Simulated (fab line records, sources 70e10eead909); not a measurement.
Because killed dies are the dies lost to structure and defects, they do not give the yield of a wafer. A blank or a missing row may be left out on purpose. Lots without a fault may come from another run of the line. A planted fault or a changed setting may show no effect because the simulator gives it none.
Chamber matching	flow nandHarc	4 sister chambers for NHARC_P_ZERO_WELL_DESCUM_39 on rieDiel-11
The step chemistry O2, time 3 s. 14 wafers are shown with their chamber, then 7 later ones without.

WAFERS PAIRED WITH THEIR CHAMBERS
wafer	chamber	drypumpMotorCurrentA (A)	showerheadPlenumPTorr (Torr)	rfVppV (V)
L807.3	0	5.3	1.77	56.5
L807.5	0	5.3	1.77	58.0
L807.6	3	6.3	2.01	58.5
L809.3	1	6.4	1.99	58.8
L809.4	2	5.5	1.87	57.0
L809.5	3	6.3	2.00	58.6
L810.2	0	5.3	1.77	56.4
L810.5	2	5.6	1.87	57.3
L810.6	1	6.4	1.99	58.7
L819.2	3	6.3	1.99	57.2
L819.3	1	6.4	1.98	57.1
L819.6	2	5.5	1.86	56.5
L822.3	0	5.3	2.06	58.4
L822.4	3	6.3	1.99	57.7

SIGNATURES (means of the wafers above)
reading	chamber 0	chamber 1	chamber 2	chamber 3	scatter within a chamber
drypumpMotorCurrentA	5.300	6.400	5.533	6.300	0.0258
showerheadPlenumPTorr	1.8425	1.9867	1.8667	1.9975	0.0797
rfVppV	57.325	58.200	56.933	58.000	0.815
Rule: distance of a wafer from a chamber = root of the sum over the readings of ((wafer's reading minus chamber's mean) / reading's scatter) squared. If the next closest chamber is less than 2 further off than the closest, the wafer can't be placed; otherwise it belongs to the closest. The scatter is the square root of a quotient: the sum, over the shown wafers, of each reading's squared deviation from its chamber's mean, divided by wafers minus chambers.

WAFERS WITH NO CHAMBER GIVEN
wafer	drypumpMotorCurrentA (A)	showerheadPlenumPTorr (Torr)	rfVppV (V)
L822.5	5.3	2.06	59.2
L823.3	5.5	1.85	57.5
L823.4	6.3	1.99	57.9
L823.5	5.5	1.85	58.6
L824.1	5.5	1.85	57.0
L824.5	5.3	2.06	57.6
L824.6	6.3	1.99	58.2

THE CHAMBER EACH PASSED THROUGH
wafer	from the rows above	in truth
L822.5	0	0
L823.3	2	2
L823.4	3	3
L823.5	2	2
L824.1	2	2
L824.5	0	0
L824.6	3	3
Correctly placed: 7 of 7. Not placeable from these rows: 0. 0 placed wrongly.
